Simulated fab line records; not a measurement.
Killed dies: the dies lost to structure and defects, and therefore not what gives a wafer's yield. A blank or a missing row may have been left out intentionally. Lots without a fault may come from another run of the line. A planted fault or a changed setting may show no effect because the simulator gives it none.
Matching of chambers / flow n5-finfet / N5_BEOL_M3_ETCH_74 on rie-diel-06 has 3 sister chambers
The step etches underlayer in N2/H2, target depth 6.5 nm, time 5.2 s. 6 wafers are shown with their chamber, then 7 later ones without.

WAFERS PAIRED WITH THEIR CHAMBERS
wafer=L076.4; chamber=1; throttle-valve-pct (%)=18.26; oes-product-au (a.u.)=0.60
wafer=L078.1; chamber=3; throttle-valve-pct (%)=18.12; oes-product-au (a.u.)=0.60
wafer=L078.4; chamber=0; throttle-valve-pct (%)=17.57; oes-product-au (a.u.)=0.83
wafer=L078.6; chamber=3; throttle-valve-pct (%)=18.11; oes-product-au (a.u.)=0.60
wafer=L079.1; chamber=1; throttle-valve-pct (%)=18.26; oes-product-au (a.u.)=0.60
wafer=L079.2; chamber=0; throttle-valve-pct (%)=17.59; oes-product-au (a.u.)=0.81

WAFERS MISSING THEIR CHAMBER
wafer=L079.3; throttle-valve-pct (%)=18.13; oes-product-au (a.u.)=0.59
wafer=L079.4; throttle-valve-pct (%)=18.12; oes-product-au (a.u.)=0.60
wafer=L079.5; throttle-valve-pct (%)=17.56; oes-product-au (a.u.)=0.82
wafer=L079.6; throttle-valve-pct (%)=18.26; oes-product-au (a.u.)=0.60
wafer=L087.1; throttle-valve-pct (%)=17.61; oes-product-au (a.u.)=0.78
wafer=L087.4; throttle-valve-pct (%)=18.15; oes-product-au (a.u.)=0.60
wafer=L087.6; throttle-valve-pct (%)=17.60; oes-product-au (a.u.)=0.79

WHICH CHAMBER EACH ONE RAN IN
wafer=L079.3; from the rows above=3; in truth=3
wafer=L079.4; from the rows above=3; in truth=3
wafer=L079.5; from the rows above=0; in truth=0
wafer=L079.6; from the rows above=1; in truth=1
wafer=L087.1; from the rows above=0; in truth=0
wafer=L087.4; from the rows above=3; in truth=3
wafer=L087.6; from the rows above=0; in truth=0
Correctly placed: 7 of 7. From these rows, 0 cannot be placed. 0 placed wrongly.
How it was worked out, from the rows above alone: a wafer's distance from a chamber is the root of the sum, over the readings, of the square of ((its reading less the chamber's mean) divided by the reading's scatter). The wafer belongs to the nearest chamber; if the next one is less than 2 further off, it can't be placed. A chamber's mean is the mean of its shown wafers. The scatter: take each reading less its chamber's mean, square it, sum over the shown wafers, divide by the number of wafers less the number of chambers, and take the root.
